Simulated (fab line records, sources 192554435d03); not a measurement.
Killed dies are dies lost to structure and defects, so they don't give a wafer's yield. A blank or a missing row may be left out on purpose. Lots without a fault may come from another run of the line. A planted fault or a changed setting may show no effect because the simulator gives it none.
Which tool did it? | flow n5_finfet | 8 lots, 24 wafers sampled, at 6 steps of a route of 1938

WHAT THE GAUGES READ, wafer by wafer
N5_BEOL_M4_RC_MEAS_101. Usual: DIBL_N 36.5 mV/V, standard deviation 1.4; DIBL_P 36.9 mV/V, standard deviation 1.7; IOFF_N 0.163 nA/um, standard deviation 0.023; IOFF_P 0.22 nA/um, standard deviation 0.032; ION_N 673 uA/um, standard deviation 9; ION_P 462 uA/um, standard deviation 7.5; SS_N 71.6 mV/dec, standard deviation 0.54; SS_P 73.4 mV/dec, standard deviation 0.62; VT_N 249.8 mV, standard deviation 2.8; VT_P -250 mV, standard deviation 3.5.
lot  | measured     | on        | DIBL_N (mV/V)  | DIBL_P (mV/V)  | IOFF_N (nA/um)    | IOFF_P (nA/um) | ION_N (uA/um) | ION_P (uA/um) | SS_N (mV/dec)  | SS_P (mV/dec)  | VT_N (mV)         | VT_P (mV)      | flag
L468 | day 7 20:49  | prober-02 | 35.6 36.6 35.5 | 35.4 36.4 35.4 | 0.143 0.167 0.149 | 0.19 0.20 0.19 | 663 665 674   | 459 450 461   | 71.8 72.1 71.7 | 73.3 73.2 72.7 | 252.3 249.5 251.7 | -255 -253 -255 |
L474 | day 9 05:38  | prober-01 | 35.7 37.9 37.6 | 35.3 38.6 37.6 | 0.135 0.182 0.172 | 0.19 0.24 0.22 | 663 680 689   | 459 464 470   | 71.3 71.5 71.0 | 73.8 74.6 74.1 | 253.6 247.2 249.3 | -253 -248 -251 |
L473 | day 9 18:32  | prober-02 | 37.1 38.0 38.9 | 37.7 39.2 40.3 | 0.158 0.177 0.197 | 0.21 0.23 0.26 | 673 682 686   | 458 465 460   | 71.7 71.6 72.0 | 73.4 73.7 74.4 | 250.3 247.7 247.2 | -253 -250 -249 |
L483 | day 11 10:32 | prober-01 | 37.3 38.3 36.1 | 38.5 39.0 36.6 | 0.196 0.204 0.161 | 0.24 0.25 0.22 | 682 694 687   | 462 464 469   | 71.8 71.9 70.9 | 74.2 74.2 74.0 | 245.1 244.8 248.7 | -249 -248 -249 |
L482 | day 11 18:47 | prober-02 | 36.8 38.4 37.9 | 37.7 39.3 38.4 | 0.165 0.190 0.181 | 0.23 0.27 0.25 | 676 678 676   | 463 470 468   | 71.1 71.7 71.4 | 74.2 73.5 73.5 | 250.1 249.8 249.2 | -249 -246 -249 |
L484 | day 12 08:54 | prober-02 | 38.2 35.8 35.6 | 39.0 36.5 35.4 | 0.202 0.160 0.148 | 0.26 0.21 0.19 | 680 660 676   | 470 454 460   | 71.1 71.4 71.3 | 73.4 72.9 73.3 | 245.6 248.4 250.4 | -246 -249 -252 |
L486 | day 12 16:38 | prober-01 | 37.0 38.6 38.9 | 38.6 40.0 39.9 | 0.158 0.175 0.186 | 0.21 0.22 0.23 | 673 676 676   | 466 457 459   | 71.4 72.2 72.4 | 73.5 73.9 74.1 | 249.6 251.9 250.7 | -250 -253 -251 |
L489 | day 13 19:39 | prober-01 | 32.4 33.6 33.5 | 32.4 34.1 33.6 | 0.116 0.125 0.126 | 0.17 0.18 0.17 | 662 672 670   | 457 472 458   | 70.1 70.4 70.2 | 72.2 72.7 72.0 | 252.3 252.2 247.5 | -253 -251 -254 |

N5_BEOL_M11_CD_MEAS_18: pitch 140 nm, target cd 70 nm. Usual: cd_nm 70.1 nm, standard deviation 0.49.
lot  | measured     | on        | cd_nm (nm)     | flag
L468 | day 10 08:50 | cd_sem-03 | 69.2 70.6 70.0 |
L474 | day 12 04:01 | cd_sem-01 | 69.6 70.3 70.4 |
L473 | day 12 04:03 | cd_sem-01 | 70.4 70.3 70.4 |
L483 | day 13 19:43 | cd_sem-01 | 70.8 68.9 69.9 |
L482 | day 13 23:13 | cd_sem-01 | 71.3 70.9 71.0 |
L484 | day 14 14:23 | cd_sem-02 | 70.4 70.2 70.2 |
L486 | day 15 00:07 | cd_sem-02 | 70.5 69.4 69.8 |
L489 | day 16 00:43 | cd_sem-03 | 70.3 70.7 70.5 |

N5_BEOL_M11_CD_MEAS_28: target cd 70 nm. Usual: cd_nm 69.9 nm, standard deviation 0.89.
lot  | measured     | on        | cd_nm (nm)     | flag
L468 | day 10 10:37 | cd_sem-01 | 70.7 70.4 70.5 |
L474 | day 12 05:46 | cd_sem-01 | 68.5 68.5 69.2 |
L473 | day 12 05:57 | cd_sem-01 | 69.1 69.1 68.5 |
L483 | day 13 20:10 | cd_sem-03 | 82.8 83.2 83.1 | OFF
L482 | day 13 23:59 | cd_sem-02 | 79.5 79.6 78.7 | OFF
L484 | day 14 17:24 | cd_sem-03 | 71.3 69.6 70.4 |
L486 | day 15 00:38 | cd_sem-02 | 70.8 69.0 69.4 |
L489 | day 16 01:31 | cd_sem-03 | 70.8 69.7 70.8 |

WHICH TOOL RAN EACH LOT (tool, then ch and the chambers of the sampled wafers, then the start)
lot  | N5_BEOL_M11_ETCH_61                | N5_BEOL_M11_STRIP_19               | N5_BEOL_M11_EXPOSE_25
L468 | rie_diel-02 ch 0,2, day 10 08:20   | rie_diel-02 ch 0,1,3, day 10 08:46 | arfi_scanner-03 ch 0, day 10 10:29
L474 | rie_diel-02 ch 0,1,2, day 12 03:17 | rie_diel-01 ch 0,2,3, day 12 03:56 | arfi_scanner-02 ch 0, day 12 05:39
L473 | rie_diel-06 ch 1,2, day 12 03:22   | rie_diel-01 ch 0,1, day 12 03:59   | arfi_scanner-03 ch 0, day 12 05:49
L483 | rie_diel-01 ch 1,2,3, day 13 19:18 | rie_diel-02 ch 0,1,3, day 13 19:39 | arfi_scanner-03 ch 0, day 13 20:02
L482 | rie_diel-06 ch 1,2,3, day 13 22:47 | rie_diel-01 ch 0,1,2, day 13 23:08 | arfi_scanner-03 ch 0, day 13 23:52
L484 | rie_diel-06 ch 0,2,3, day 14 13:58 | rie_diel-02 ch 1,2,3, day 14 14:19 | arfi_scanner-01 ch 0, day 14 17:16
L486 | rie_diel-02 ch 1,2,3, day 14 23:41 | rie_diel-06 ch 0,1,3, day 15 00:02 | arfi_scanner-02 ch 0, day 15 00:31
L489 | rie_diel-01 ch 0,2, day 16 00:17   | rie_diel-01 ch 0,2,3, day 16 00:38 | arfi_scanner-02 ch 0, day 16 01:23
- N5_BEOL_M11_ETCH_61: etches SiARC in CF4, target depth 39 nm, time 65 s.
- N5_BEOL_M11_STRIP_19: strips in O2.
- N5_BEOL_M11_EXPOSE_25: exposes mask V10.

WHAT THE TOOLS THEMSELVES READ (means of the sampled wafers that have a number; where no wafer has one, the mark that the record gives instead)
N5_BEOL_M11_ETCH_61. Usual: drypump_motor_current_A 5.5 A, standard deviation 0.47; etch_rf_on_time_s 65.2 s, standard deviation 0.98; oes_product_au 0.64 a.u., standard deviation 0.067; rf_fwd_power_W 537.8 W, standard deviation 2.7; rf_vpp_V 183.6 V, standard deviation 1.4; showerhead_plenum_p_Torr 2.11 Torr, standard deviation 0.081; throttle_valve_pct 15.62 %, standard deviation 0.23.
lot  | tool        | drypump_motor_current_A (A) | etch_rf_on_time_s (s) | oes_product_au (a.u.) | rf_fwd_power_W (W) | rf_vpp_V (V) | showerhead_plenum_p_Torr (Torr) | throttle_valve_pct (%) | flag
L468 | rie_diel-02 | 5.2                         | 65.3                  | 0.66                  | 538.1              | 183.6        | 2.12                            | 15.49                  |
L474 | rie_diel-02 | 5.5                         | 64.6                  | 0.66                  | 538.7              | 184.1        | 2.11                            | 15.45                  |
L473 | rie_diel-06 | 5.0                         | 64.1                  | 0.63                  | 535.0              | 183.6        | 2.06                            | 15.69                  |
L483 | rie_diel-01 | 5.6                         | 64.2                  | 0.66                  | 536.5              | 184.0        | 2.14                            | 15.60                  |
L482 | rie_diel-06 | 5.2                         | 64.4                  | 0.68                  | 537.8              | 184.1        | 2.12                            | 15.53                  |
L484 | rie_diel-06 | 5.4                         | 65.6                  | 0.66                  | 538.3              | 184.3        | 2.15                            | 15.64                  |
L486 | rie_diel-02 | 5.8                         | 65.5                  | 0.62                  | 539.5              | 182.2        | 2.07                            | 15.61                  |
L489 | rie_diel-01 | 5.7                         | 64.8                  | 0.62                  | 536.5              | 182.5        | 2.02                            | 15.54                  |

N5_BEOL_M11_STRIP_19. Usual: drypump_motor_current_A 5.5 A, standard deviation 0.52; o2_flow_sccm 225.0 sccm, standard deviation 0.63; oes_product_au 0.76 a.u., standard deviation 0.083; rf_vpp_V 3.7 V, standard deviation 0.6; showerhead_plenum_p_Torr 2.06 Torr, standard deviation 0.09; throttle_valve_pct 16.62 %, standard deviation 0.2.
lot  | tool        | drypump_motor_current_A (A) | o2_flow_sccm (sccm) | oes_product_au (a.u.) | rf_vpp_V (V) | showerhead_plenum_p_Torr (Torr) | throttle_valve_pct (%) | flag
L468 | rie_diel-02 | 5.8                         | 224.9               | 0.80                  | 3.1          | 2.11                            | 16.51                  |
L474 | rie_diel-01 | 5.8                         | 224.8               | 0.82                  | 3.6          | 2.03                            | 16.47                  |
L473 | rie_diel-01 | 5.2                         | 225.5               | 0.73                  | 3.6          | 2.01                            | 16.65                  |
L483 | rie_diel-02 | 5.8                         | 224.9               | 0.77                  | 4.0          | 2.10                            | 16.56                  |
L482 | rie_diel-01 | 5.5                         | 224.7               | 0.70                  | 3.6          | 2.05                            | 16.73                  |
L484 | rie_diel-02 | 5.8                         | 225.7               | 0.73                  | 4.2          | 2.02                            | 16.64                  |
L486 | rie_diel-06 | 5.3                         | 225.0               | 0.78                  | 4.2          | 2.10                            | 16.68                  |
L489 | rie_diel-01 | 5.8                         | 225.2               | 0.78                  | 3.4          | 2.02                            | 16.52                  |

N5_BEOL_M11_EXPOSE_25. Usual: exposure_dose_mJ_cm2 85.48, standard deviation 0.078; stage_vel_mm_s 499.93 mm/s, standard deviation 0.24.
lot  | tool            | exposure_dose_mJ_cm2 | stage_vel_mm_s (mm/s) | flag
L468 | arfi_scanner-03 | 85.51                | 499.74                |
L474 | arfi_scanner-02 | 85.42                | 500.17                |
L473 | arfi_scanner-03 | 85.60                | 499.56                |
L483 | arfi_scanner-03 | 98.39                | 500.09                | OFF
L482 | arfi_scanner-03 | 95.81                | 499.98                | OFF
L484 | arfi_scanner-01 | 85.48                | 499.68                |
L486 | arfi_scanner-02 | 85.42                | 500.20                |
L489 | arfi_scanner-02 | 85.47                | 500.05                |

THE ANSWER, worked out from the rows above alone
Rule: a lot is off if the mean of its wafers that have a number lies more than 3 standard deviations from the usual mean. A lot without any number at a reading at which 4 lots or more have one is off too. The other lots that the step has rows for count as sound. The gauges are gone through in route order, then the tools' own readings, and for those a lot's mean is taken as printed above. The first step at which some lot is off is used, and at that step the reading that is off furthest; a lot without a number counts as furthest.
Off: L483, L482, at N5_BEOL_M11_CD_MEAS_28 (cd_nm).
A tool fits if, at a process step before that reading, it ran every lot that is off, and no sound lot after the first of them. The gauges at N5_BEOL_M11_CD_MEAS_28 aren't tried: what is off there is off at N5_BEOL_M11_EXPOSE_25 too, on other tools, and a gauge's error can't cause that. One fits: arfi_scanner-03 at N5_BEOL_M11_EXPOSE_25. Its last sound lot is L473 (day 12 05:49), its first lot that is off L483 (day 13 20:02): a fault that began between those two fits.
The tool's own readings at N5_BEOL_M11_EXPOSE_25 bear it out: on the lots that are off they differ by more than 5 times the standard deviation of the sound lots' means. exposure_dose_mJ_cm2 reads 97.10 there against 85.48 on the sound lots.

WHAT THE SIMULATOR HAD PUT IN
Process parameter drift: arfi_scanner-03, from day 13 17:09 on, at N5_BEOL_M11_EXPOSE_25. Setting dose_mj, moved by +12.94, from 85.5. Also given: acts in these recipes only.
Lots struck among those shown: L483, L482. The rule above found the same.
